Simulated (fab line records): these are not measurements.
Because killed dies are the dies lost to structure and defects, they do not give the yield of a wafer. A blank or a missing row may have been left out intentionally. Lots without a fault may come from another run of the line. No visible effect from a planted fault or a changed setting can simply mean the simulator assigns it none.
Shared-tool check + flow n5Finfet + 9 lots, 27 wafers sampled

## REASON FOR OPENING
At N5_BEOL_M4_INSPECT_59 the reading rawDefectCount is flagged on 2 of 9 lots. Fault-free wafers read 71, with a standard deviation of 22.
Rule: a lot is flagged in two cases, either no wafer of it has a number, or all its wafers with numbers fall more than 4 standard deviations from that mean. The other lots count as sound.

| lot  | measured     | on               | rawDefectCount, wafer by wafer | flag    |
|------|--------------|------------------|--------------------------------|---------|
| L681 | day 8 05:43  | defectInspect-02 | 48 60 36                       |         |
| L682 | day 8 06:15  | defectInspect-01 | 65 69 72                       |         |
| L683 | day 8 20:59  | defectInspect-01 | 92 70 68                       |         |
| L691 | day 10 11:16 | defectInspect-01 | 71 54 53                       |         |
| L694 | day 11 12:37 | defectInspect-02 | 909 911 993                    | FLAGGED |
| L695 | day 11 15:32 | defectInspect-02 | 950 1002 953                   | FLAGGED |
| L696 | day 11 17:58 | defectInspect-02 | 86 78 88                       |         |
| L698 | day 12 12:46 | defectInspect-02 | 121 64 83                      |         |
| L702 | day 14 02:43 | defectInspect-02 | 53 78 70                       |         |
On average the flagged lots' numbers are 953, which is +882 against the usual, or +40 standard deviations.

## WHICH TOOL RAN EACH LOT
4 process steps preceding the reading are held in the record, out of 1938 steps in the route. Cell contents, in order: the tool; ch with the chambers the sampled wafers went through; the start.
| lot  | flag    | N5_BEOL_M4_ANNEAL_49        | N5_BEOL_M4_ANNEAL_80        | N5_BEOL_M4_SPUTTER_81       | N5_BEOL_M4_DEP_57               |
|------|---------|-----------------------------|-----------------------------|-----------------------------|---------------------------------|
| L681 |         | pvdSputter-01, day 8 02:58  | pvdSputter-01, day 8 03:11  | pvdSputter-01, day 8 03:19  | pecvd-04 ch 0,2, day 8 05:38    |
| L682 |         | pvdSputter-02, day 8 03:25  | pvdSputter-02, day 8 03:38  | pvdSputter-02, day 8 03:47  | pecvd-03 ch 0,1, day 8 06:09    |
| L683 |         | pvdSputter-02, day 8 18:07  | pvdSputter-02, day 8 18:20  | pvdSputter-02, day 8 18:29  | pecvd-04 ch 1,2, day 8 20:53    |
| L691 |         | pvdSputter-01, day 10 08:30 | pvdSputter-01, day 10 08:43 | pvdSputter-01, day 10 08:52 | pecvd-04 ch 0,1,2, day 10 11:10 |
| L694 | FLAGGED | pvdSputter-02, day 11 09:50 | pvdSputter-02, day 11 10:04 | pvdSputter-02, day 11 10:12 | pecvd-04 ch 0,1,2, day 11 12:31 |
| L695 | FLAGGED | pvdSputter-01, day 11 12:29 | pvdSputter-01, day 11 12:43 | pvdSputter-01, day 11 12:51 | pecvd-04 ch 0,2, day 11 15:26   |
| L696 |         | pvdSputter-01, day 11 14:59 | pvdSputter-01, day 11 15:14 | pvdSputter-01, day 11 15:23 | pecvd-03 ch 0,1,2, day 11 17:52 |
| L698 |         | pvdSputter-01, day 12 09:49 | pvdSputter-01, day 12 10:02 | pvdSputter-01, day 12 10:11 | pecvd-02 ch 0,1,2, day 12 12:40 |
| L702 |         | pvdSputter-02, day 13 23:56 | pvdSputter-02, day 14 00:09 | pvdSputter-02, day 14 00:17 | pecvd-03 ch 1,2, day 14 02:37   |
What the steps here do:
- N5_BEOL_M4_ANNEAL_49: time 240 s.
- N5_BEOL_M4_ANNEAL_80: time 240 s.
- N5_BEOL_M4_SPUTTER_81: material Cu, target thk 4.5 nm, time 8.29 s.
- N5_BEOL_M4_DEP_57: deposits SiCN from 3MS/NH3, target thk 8 nm, time 14 s.
- N5_BEOL_M4_INSPECT_59: inspects for defects (darkfield).

## FLAGGED AGAINST TOTAL, ONE TOOL AT A TIME (gauges that did the reading follow at the end)
| step                  | tool             | lots run | flagged | share of the flagged lots | sound lots run after its first flagged lot |
|-----------------------|------------------|----------|---------|---------------------------|--------------------------------------------|
| N5_BEOL_M4_ANNEAL_49  | pvdSputter-01    | 5        | 1       | some                      | 2 (L696,L698)                              |
| N5_BEOL_M4_ANNEAL_49  | pvdSputter-02    | 4        | 1       | some                      | 1 (L702)                                   |
| N5_BEOL_M4_ANNEAL_80  | pvdSputter-01    | 5        | 1       | some                      | 2 (L696,L698)                              |
| N5_BEOL_M4_ANNEAL_80  | pvdSputter-02    | 4        | 1       | some                      | 1 (L702)                                   |
| N5_BEOL_M4_SPUTTER_81 | pvdSputter-01    | 5        | 1       | some                      | 2 (L696,L698)                              |
| N5_BEOL_M4_SPUTTER_81 | pvdSputter-02    | 4        | 1       | some                      | 1 (L702)                                   |
| N5_BEOL_M4_DEP_57     | pecvd-02         | 1        | 0       | none                      | -                                          |
| N5_BEOL_M4_DEP_57     | pecvd-03         | 3        | 0       | none                      | -                                          |
| N5_BEOL_M4_DEP_57     | pecvd-04         | 5        | 2       | all                       | 0                                          |
| N5_BEOL_M4_INSPECT_59 | defectInspect-01 | 3        | 0       | none                      | -                                          |
| N5_BEOL_M4_INSPECT_59 | defectInspect-02 | 6        | 2       | all                       | 3 (L696,L698,L702)                         |

## WHAT IS ALLOWED BY THE TABLE
Table rows that saw every flagged lot: 2, namely pecvd-04 at N5_BEOL_M4_DEP_57 and defectInspect-02 at N5_BEOL_M4_INSPECT_59.
- pecvd-04 at N5_BEOL_M4_DEP_57: 2 of its 5 lots flagged. A fault beginning between L691 (day 10 11:10), its last sound lot, and L694 (day 11 12:31), its first flagged one, fits the data.
- defectInspect-02 at N5_BEOL_M4_INSPECT_59: 2 of its 6 lots flagged. After the first flagged lot (L696, L698, L702), sound lots still ran on it; a lasting fault on the whole tool would not permit that.
What remains is a single tool, pecvd-04 at N5_BEOL_M4_DEP_57.

## WHAT THE SIMULATOR HAD INSERTED
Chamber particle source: pecvd-04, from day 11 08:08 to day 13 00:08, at N5_BEOL_M4_DEP_57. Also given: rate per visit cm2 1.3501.
Lots struck among those shown: L694, L695. The rule above reached the same finding.
